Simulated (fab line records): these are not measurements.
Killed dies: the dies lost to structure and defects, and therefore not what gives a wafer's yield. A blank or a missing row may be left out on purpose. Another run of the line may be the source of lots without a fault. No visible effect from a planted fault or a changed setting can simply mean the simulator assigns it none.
A single fault, viewed from 3 desks ; flow nand-harc ; numbers are kept per desk, each desk with only its own; the story behind them comes last

== AT THE TOOL OWNER'S DESK: pvd-sputter-03 ==
The tool's own readings at NHARC_P_M2_PVD_21 (deposits Cu, target thk 30 nm, time 20.49 s): means of the sampled wafers that have a number, for each lot that ran on this tool. The brackets show how far a lot's mean lies from the usual mean; more than 4 standard deviations puts the lot out of limits, marked OUT.
Columns: A = throttle-valve-pct at NHARC_P_M2_PVD_21, usual 30.6 %
lot;first seen here;A
L802;day 11 17:29;31.1
L803;day 12 14:13;30.5
L810;day 14 23:22;30.1
This desk found nothing out of limits on any of the 3 lots.

== THE DEFECT DESK ==
Counts from the inspections along the route, per lot, as means over the sampled wafers that have a number. The brackets show how far a lot's mean lies from the usual mean; more than 4 standard deviations puts the lot out of limits, marked OUT.
Columns: A = raw-defect-count at NHARC_P_M2_INSPECT_11, usual 5
lot;first seen here;A
L794;day 8 07:28;6
L797;day 10 02:41;5
L802;day 11 16:06;8
L804;day 12 11:56;1
L803;day 12 12:54;4
L810;day 14 21:59;9
This desk found nothing out of limits on any of the 6 lots.

== FROM THE METROLOGY DESK ==
What the gauges read for every lot (on any tool): the sampled wafers with a number, averaged. The brackets show how far a lot's mean lies from the usual mean; more than 4 standard deviations puts the lot out of limits, marked OUT. Shown here are 7 of its 8 readings, the ones lying furthest out on some lot.
Columns: A = overlay-x-nm at NHARC_P_M2_OVL_MEAS_10, usual 0.2 nm; B = overlay-y-nm at NHARC_P_M2_OVL_MEAS_10, usual -0.1 nm; C = thk-nm at NHARC_P_BONDPAD_THK_MEAS_33, usual 200.2 nm; D = cd-nm at NHARC_P_BONDPAD_CD_MEAS_09, usual 499.2 nm; E = overlay-x-nm at NHARC_P_BONDPAD_OVL_MEAS_38, usual -1 nm; F = overlay-y-nm at NHARC_P_BONDPAD_OVL_MEAS_38, usual 0 nm; G = cd-nm at NHARC_P_BONDPAD_CD_MEAS_13, usual 498.4 nm
lot;first seen here;A;B;C;D;E;F;G
L794;day 8 07:25;-0.2;-1.3;199.0;497.2;0;-3;496.5
L797;day 10 02:39;-0.6;0.8;200.5;498.4;7;5;498.1
L802;day 11 16:04;0.5;-0.2;201.8;500.7;2;-4;499.6
L804;day 12 11:54;0.2;0.5;199.9;497.7;-8;-2;497.1
L803;day 12 12:52;0.9;-0.7;198.9;498.3;3;-4;497.6
L810;day 14 21:58;1.2;-1.3;200.2;501.5;-3;-9;500.6
This desk found nothing out of limits on any of the 6 lots.

== BROUGHT TOGETHER ==
Nothing out of limits was seen by the tool owner's desk.
Nothing out of limits was seen by the defect desk.
Nothing out of limits was seen by the metrology desk.

== WHAT THE SIMULATOR HAD INSERTED ==
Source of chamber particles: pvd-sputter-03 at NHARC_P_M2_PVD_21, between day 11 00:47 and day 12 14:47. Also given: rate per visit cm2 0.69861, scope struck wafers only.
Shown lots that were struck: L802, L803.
